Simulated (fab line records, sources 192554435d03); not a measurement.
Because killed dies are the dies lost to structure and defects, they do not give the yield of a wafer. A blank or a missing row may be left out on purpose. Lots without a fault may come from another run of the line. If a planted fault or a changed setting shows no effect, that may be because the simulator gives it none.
What tool caused it?    flow n5 finfet    10 lots with 28 wafers sampled at 4 steps, on a route of 1938 steps

== WHAT THE GAUGES SHOWED, per wafer ==
No reading from a measuring or inspecting step in the record can be judged against a usual standard deviation.

== EACH LOT AND THE TOOL THAT RAN IT (in order: tool; ch and the chambers of the sampled wafers; start) ==
lot   N5_BEOL_M5_ETCH_75                  N5_BEOL_M5_ETCH_68                  N5_BEOL_M5_ETCH_41                  N5_BEOL_M5_STRIP_91
L886  rie diel-03 ch 2,3, day 8 06:55     rie diel-03 ch 2,3, day 8 06:58     rie diel-03 ch 2,3, day 8 07:10     rie diel-03 ch 2,3, no start
L890  rie diel-01 ch 0,2, day 9 04:58     rie diel-01 ch 0,2, day 9 05:01     rie diel-01 ch 0,2, day 9 05:13     rie diel-01 ch 0,2, no start
L892  rie diel-01 ch 1,2,3, day 9 12:11   rie diel-01 ch 1,2,3, day 9 12:14   rie diel-01 ch 1,2,3, day 9 12:27   rie diel-01 ch 1,2,3, no start
L893  rie diel-03 ch 0,2,3, day 9 21:14   rie diel-03 ch 0,2,3, day 9 21:16   rie diel-03 ch 0,2,3, day 9 21:29   rie diel-03 ch 0,2,3, no start
L898  rie diel-03 ch 0,1,3, day 11 00:36  rie diel-03 ch 0,1,3, day 11 00:38  rie diel-03 ch 0,1,3, day 11 00:52  rie diel-03 ch 0,1,3, no start
L899  rie diel-04 ch 0,1, day 11 15:08    rie diel-04 ch 0,1, day 11 15:11    rie diel-04 ch 0,1, day 11 15:24    rie diel-04 ch 0,1, no start
L902  rie diel-01 ch 0,1,3, day 12 00:20  rie diel-01 ch 0,1,3, day 12 00:23  rie diel-01 ch 0,1,3, day 12 00:36  rie diel-01 ch 0,1,3, no start
L900  rie diel-01 ch 0,2,3, day 12 05:46  rie diel-01 ch 0,2,3, day 12 05:49  rie diel-01 ch 0,2,3, day 12 06:02  rie diel-01 ch 0,2,3, no start
L901  rie diel-04 ch 0,1,2, day 12 05:58  rie diel-04 ch 0,1,2, day 12 06:01  rie diel-04 ch 0,1,2, day 12 06:14  rie diel-04 ch 0,1,2, no start
L904  rie diel-01 ch 0,1, day 12 19:35    rie diel-01 ch 0,1, day 12 19:38    rie diel-01 ch 0,1, day 12 19:51    rie diel-01 ch 0,1, no start
- N5_BEOL_M5_ETCH_75: etches underlayer in N2/H2, target depth 6.5 nm, time 5.2 s.
- N5_BEOL_M5_ETCH_68: etches SOC in N2/H2, target depth 80 nm, overetch 16 nm, time 120 s.
- N5_BEOL_M5_ETCH_41: etches SiCN in CH3F/O2, target depth 31.5 nm, time 56.7 s.
- N5_BEOL_M5_STRIP_91: strips in N2/H2, time 10 s.

== AS READ BY THE TOOLS THEMSELVES (means over the sampled wafers that have a number; for cases with no such wafer, the mark the record gives instead) ==
N5_BEOL_M5_ETCH_75. Usual: drypump motor current A 5.8 A, standard deviation 0.6; etch rf on time s 5.21 s, standard deviation 0.12; oes product au 0.69 a.u., standard deviation 0.075; rf vpp V 523.5 V, standard deviation 2.1; showerhead plenum p Torr 2.53 Torr, standard deviation 0.067; throttle valve pct 17.85 %, standard deviation 0.26.
lot   tool         drypump motor current A (A)  etch rf on time s (s)  oes product au (a.u.)  rf vpp V (V)  showerhead plenum p Torr (Torr)  throttle valve pct (%)  flag
L886  rie diel-03  5.8                          5.28                   0.59                   521.5         2.51                             17.84                   
L890  rie diel-01  5.2                          5.11                   0.77                   525.1         2.55                             17.55                   
L892  rie diel-01  5.9                          5.20                   0.71                   521.8         2.50                             17.80                   
L893  rie diel-03  5.6                          5.33                   0.64                   523.4         2.53                             17.72                   
L898  rie diel-03  5.5                          5.13                   0.65                   527.3         2.57                             17.64                   
L899  rie diel-04  6.2                          5.27                   0.69                   525.8         2.56                             17.93                   
L902  rie diel-01  5.5                          5.22                   0.68                   522.7         2.51                             17.85                   
L900  rie diel-01  5.7                          5.14                   0.74                   524.4         2.51                             17.63                   
L901  rie diel-04  6.0                          5.21                   0.71                   523.6         2.58                             18.01                   
L904  rie diel-01  5.0                          5.21                   0.65                   524.2         2.53                             17.93                   

N5_BEOL_M5_ETCH_68. Usual: drypump motor current A 5.8 A, standard deviation 0.61; oes product au 0.62 a.u., standard deviation 0.062; rf vpp V 523.5 V, standard deviation 2.1; showerhead plenum p Torr 2.53 Torr, standard deviation 0.067; throttle valve pct 17.81 %, standard deviation 0.27.
lot   tool         drypump motor current A (A)  oes product au (a.u.)  rf vpp V (V)  showerhead plenum p Torr (Torr)  throttle valve pct (%)  flag
L886  rie diel-03  5.8                          0.55                   523.4         2.51                             17.82                   
L890  rie diel-01  5.2                          0.68                   523.8         2.55                             17.51                   
L892  rie diel-01  5.9                          0.64                   522.4         2.50                             17.77                   
L893  rie diel-03  5.6                          0.57                   523.2         2.53                             17.68                   
L898  rie diel-03  5.5                          0.58                   525.0         2.57                             17.61                   
L899  rie diel-04  6.3                          0.62                   524.8         2.56                             17.89                   
L902  rie diel-01  5.5                          0.61                   523.2         2.51                             17.82                   
L900  rie diel-01  5.7                          0.66                   522.6         2.51                             17.61                   
L901  rie diel-04  6.0                          0.64                   524.9         2.58                             17.98                   
L904  rie diel-01  5.0                          0.59                   523.5         2.53                             17.89                   

N5_BEOL_M5_ETCH_41. Usual: drypump motor current A 5.8 A, standard deviation 0.6; oes product au 0.81 a.u., standard deviation 0.087; rf vpp V 297.1 V, standard deviation 1.4; showerhead plenum p Torr 1.99 Torr, standard deviation 0.057; throttle valve pct 16.32 %, standard deviation 0.27.
lot   tool         drypump motor current A (A)  oes product au (a.u.)  rf vpp V (V)  showerhead plenum p Torr (Torr)  throttle valve pct (%)  flag
L886  rie diel-03  5.9                          0.70                   297.1         1.99                             16.49                   
L890  rie diel-01  5.2                          0.90                   297.9         2.00                             15.99                   
L892  rie diel-01  5.9                          0.84                   296.6         1.96                             16.22                   
L893  rie diel-03  5.6                          0.74                   296.7         2.00                             16.29                   
L898  rie diel-03  5.5                          0.76                   297.2         2.03                             16.19                   
L899  rie diel-04  6.3                          0.82                   297.6         2.03                             16.43                   
L902  rie diel-01  5.5                          0.79                   296.5         1.98                             16.35                   
L900  rie diel-01  5.8                          0.86                   296.0         1.97                             16.08                   
L901  rie diel-04  6.0                          0.84                   297.6         2.04                             16.46                   
L904  rie diel-01  5.0                          0.68                   297.8         1.98                             16.40                   

N5_BEOL_M5_STRIP_91. Usual: drypump motor current A 5.8 A, standard deviation 0.6; oes product au 0.81 a.u., standard deviation 0.089; rf vpp V 59.2 V, standard deviation 0.84; showerhead plenum p Torr 2.53 Torr, standard deviation 0.067; throttle valve pct 23.6 %, standard deviation 0.31.
lot   tool         drypump motor current A (A)  oes product au (a.u.)  rf vpp V (V)  showerhead plenum p Torr (Torr)  throttle valve pct (%)  flag
L886  rie diel-03  5.9                          0.71                   59.8          2.51                             23.6                    
L890  rie diel-01  5.2                          0.90                   59.7          2.55                             23.3                    
L892  rie diel-01  5.9                          0.84                   59.3          2.50                             23.6                    
L893  rie diel-03  5.6                          0.74                   59.9          2.52                             23.4                    
L898  rie diel-03  5.6                          0.76                   59.7          2.56                             23.3                    
L899  rie diel-04  6.3                          0.83                   59.4          2.56                             23.8                    
L902  rie diel-01  5.5                          0.79                   59.4          2.51                             23.6                    
L900  rie diel-01  5.7                          0.87                   59.3          2.51                             23.4                    
L901  rie diel-04  6.0                          0.84                   59.3          2.58                             23.9                    
L904  rie diel-01  5.0                          0.77                   59.2          2.53                             23.7                    

== THE ANSWER, worked out from the rows above alone ==
Rule: take the mean of a lot's wafers that have a number; if it is more than 3 standard deviations from the usual mean, the lot is off. A lot without any number at a reading at which 4 lots or more have one is off too. Where the step has rows for the other lots, those lots are counted as sound. After the gauges, taken in route order, come the tools' own readings; for these a lot's mean is taken, as printed above. At the first step where some lot is off, the reading lying furthest off is the one used; lots without a number count as furthest.
No lot is off at any reading shown: from this, nothing can be told.

== WHAT THE SIMULATOR HAD PUT IN ==
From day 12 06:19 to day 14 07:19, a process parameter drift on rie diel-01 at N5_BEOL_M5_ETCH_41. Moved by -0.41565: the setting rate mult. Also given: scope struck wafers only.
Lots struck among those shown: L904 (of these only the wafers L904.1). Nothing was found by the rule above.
